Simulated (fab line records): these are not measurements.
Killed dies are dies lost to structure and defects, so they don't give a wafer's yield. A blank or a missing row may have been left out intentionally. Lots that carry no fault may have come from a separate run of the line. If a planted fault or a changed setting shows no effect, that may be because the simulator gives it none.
Matching of chambers -- flow n5_finfet -- pecvd-02 running N5_SDB_HM_DEP_00: 3 sister chambers
The step deposits SiNx from SiH4/NH3/N2, target thk 40 nm, time 35.3 s. 16 wafers are shown with their chamber, then 8 later ones without.

== EACH WAFER AND ITS CHAMBER ==
wafer,chamber,throttle_valve_pct (%),showerhead_plenum_p_Torr (Torr),heater_power_w (W)
L076.1,1,41.6,5.17,818
L076.3,0,41.6,5.12,782
L076.5,1,41.6,5.17,829
L081.1,2,38.6,5.10,661
L081.5,0,41.7,5.12,843
L081.6,2,38.5,5.09,648
L084.1,0,41.4,5.13,842
L084.2,1,41.2,5.16,843
L084.3,2,38.3,5.11,709
L085.2,1,41.3,5.16,920
L085.3,0,41.4,5.12,752
L085.6,0,41.4,5.13,773
L088.3,0,41.5,5.13,867
L088.4,2,38.4,5.12,601
L088.6,1,41.8,5.17,886
L091.1,0,41.6,5.11,846

SIGNATURES (averages over the wafers above)
reading,chamber 0,chamber 1,chamber 2,scatter within a chamber
throttle_valve_pct,41.514,41.500,38.450,0.171
showerhead_plenum_p_Torr,5.1229,5.1660,5.1050,0.00861
heater_power_w,815.00,859.20,654.75,44
Rule: for a wafer and a chamber, the distance is found by dividing, reading by reading, the gap between the wafer's reading and the chamber's mean by the reading's scatter, squaring, summing and taking the root. If the next closest chamber is less than 2 further off than the closest, the wafer can't be placed; otherwise it belongs to the closest. The scatter: take each reading less its chamber's mean, square it, sum over the shown wafers, divide by the number of wafers less the number of chambers, and take the root.

== WAFERS WHOSE CHAMBER IS MISSING ==
wafer,throttle_valve_pct (%),showerhead_plenum_p_Torr (Torr),heater_power_w (W)
L091.4,38.5,5.10,663
L091.5,41.2,5.17,916
L096.1,41.5,5.17,919
L096.4,38.7,5.11,607
L096.5,41.8,5.11,841
L097.2,41.3,5.17,851
L097.4,38.7,5.11,635
L097.5,41.6,5.14,822

== WHICH CHAMBER EACH WENT THROUGH ==
wafer,from the rows above,in truth
L091.4,2,2
L091.5,1,1
L096.1,1,1
L096.4,2,2
L096.5,0,0
L097.2,1,1
L097.4,2,2
L097.5,can't be placed: 0 or 1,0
7 of 8 placed correctly. From these rows, 1 cannot be placed; in 1 the true chamber is one of the candidates. Placed wrongly: 0.
